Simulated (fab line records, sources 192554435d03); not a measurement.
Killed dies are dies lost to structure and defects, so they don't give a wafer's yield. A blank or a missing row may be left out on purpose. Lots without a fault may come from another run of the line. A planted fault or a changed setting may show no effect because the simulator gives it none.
Which tool did it? | flow n5_finfet | 9 lots, 25 wafers sampled, at 6 steps of a route of 1938

WHAT THE GAUGES READ, wafer by wafer
N5_BEOL_M4_RC_MEAS_101.
lot  | measured     | on        | DIBL_N (mV/V)
L175 | day 8 07:15  | prober-02 | 36.1 36.0 36.9
L178 | day 8 12:54  | prober-02 | 34.4 36.0 36.2
L179 | day 9 09:04  | prober-02 | 36.3 36.1 38.2
L184 | day 10 17:59 | prober-02 | 36.4 36.4
L185 | day 10 18:57 | prober-01 | 35.4 35.7
L195 | day 13 07:11 | prober-02 | 35.3 37.0 37.0
L196 | day 13 12:44 | prober-01 | 36.8 38.2 37.3
L198 | day 13 22:20 | prober-02 | 34.9 35.4 36.7
L192 | day 14 08:28 | prober-01 | 36.0 35.1 37.1

WHICH TOOL RAN EACH LOT (tool, then ch and the chambers of the sampled wafers, then the start)
lot  | N5_HKMG_FIN_STRIP_69                 | N5_HKMG_FIN_CMP_23            | N5_GATE_CUT_ETCHBACK_30           | N5_GATE_CUT_PECVD_57           | N5_GATE_CUT_CMP_02
L175 | plasma_asher-02 ch 0,1, day 4 10:11  | cmp-03 ch 0,1,2, day 4 11:05  | rie_metal-02 ch 0,1, day 4 12:03  | pecvd-03 ch 0,1,2, day 4 14:38 | cmp-02 ch 0,1,3, day 4 14:43
L178 | plasma_asher-01 ch 0,1, day 5 00:28  | cmp-04 ch 1,3, day 5 01:23    | rie_metal-02 ch 0,1, day 5 02:20  | pecvd-02 ch 0,1, day 5 05:52   | cmp-01 ch 2,3, day 5 05:56
L179 | plasma_asher-01 ch 0,1, day 5 06:41  | cmp-02 ch 0,1, day 5 07:29    | rie_metal-03 ch 0,1, day 5 08:27  | pecvd-03 ch 0,2, day 5 11:02   | cmp-02 ch 0,1,3, day 5 11:06
L184 | plasma_asher-02 ch 0,1, day 6 15:31  | cmp-03 ch 0,1, day 6 16:19    | rie_metal-02 ch 1, day 6 17:17    | pecvd-04 ch 0,2, day 6 20:20   | cmp-02 ch 0,3, day 6 20:32
L185 | plasma_asher-02 ch 0,1, day 6 20:45  | cmp-02 ch 1,2, day 6 21:54    | rie_metal-02 ch 0, day 6 22:37    | pecvd-03 ch 1, day 7 02:10     | cmp-01 ch 0,3, day 7 02:19
L195 | plasma_asher-02 ch 0,1, day 9 05:56  | cmp-03 ch 0,2, day 9 06:55    | rie_metal-01 ch 0,1, day 9 07:48  | pecvd-02 ch 1,2, day 9 10:25   | cmp-01 ch 0,2,3, day 9 10:34
L196 | plasma_asher-01 ch 1, day 9 12:02    | cmp-02 ch 1,2,3, day 9 13:03  | rie_metal-01 ch 0, day 9 14:01    | pecvd-02 ch 1,2, day 9 16:41   | cmp-03 ch 0,3, day 9 16:48
L198 | plasma_asher-01 ch 0,1, day 10 01:07 | cmp-04 ch 1,2,3, day 10 02:05 | rie_metal-02 ch 0,1, day 10 02:53 | pecvd-02 ch 0,1, day 10 05:28  | cmp-01 ch 1,2, day 10 05:33
L192 | plasma_asher-01 ch 0,1, day 10 03:14 | cmp-03 ch 2,3, day 10 04:02   | rie_metal-02 ch 0,1, day 10 04:59 | pecvd-02 ch 0,1, day 10 07:46  | cmp-01 ch 0,2,3, day 10 07:55
- N5_HKMG_FIN_STRIP_69: strips in N2/H2, time 360 s.
- N5_HKMG_FIN_CMP_23: polishes, stops on SiNx, t overpolish 10 s, target thk 46.326 nm.
- N5_GATE_CUT_ETCHBACK_30: etches TiN in Cl2/Ar, target depth 3 nm.
- N5_GATE_CUT_PECVD_57: deposits SiNx from SiH4/NH3/N2, target thk 21 nm.
- N5_GATE_CUT_CMP_02: polishes, stops on SiO2, t overpolish 12.7 s, target thk 0 nm.

THE ANSWER, worked out from the rows above alone
Rule: what is usual is taken from the lots themselves. Put in order of their means at a reading, lots are off if they are a third of the lots or fewer, leave a main group of 4 or more, and stand apart from it by a gap of 3 or more times the standard deviation of the main group's means; of several such gaps the widest counts. A main group whose means are all the same, to the digits that the tables above print for the reading, isn't used. A lot without any number at a reading at which 4 lots or more have one is off too. The other lots that the step has rows for count as sound.
No lot is off at any reading shown: from this, nothing can be told.

WHAT THE SIMULATOR HAD PUT IN
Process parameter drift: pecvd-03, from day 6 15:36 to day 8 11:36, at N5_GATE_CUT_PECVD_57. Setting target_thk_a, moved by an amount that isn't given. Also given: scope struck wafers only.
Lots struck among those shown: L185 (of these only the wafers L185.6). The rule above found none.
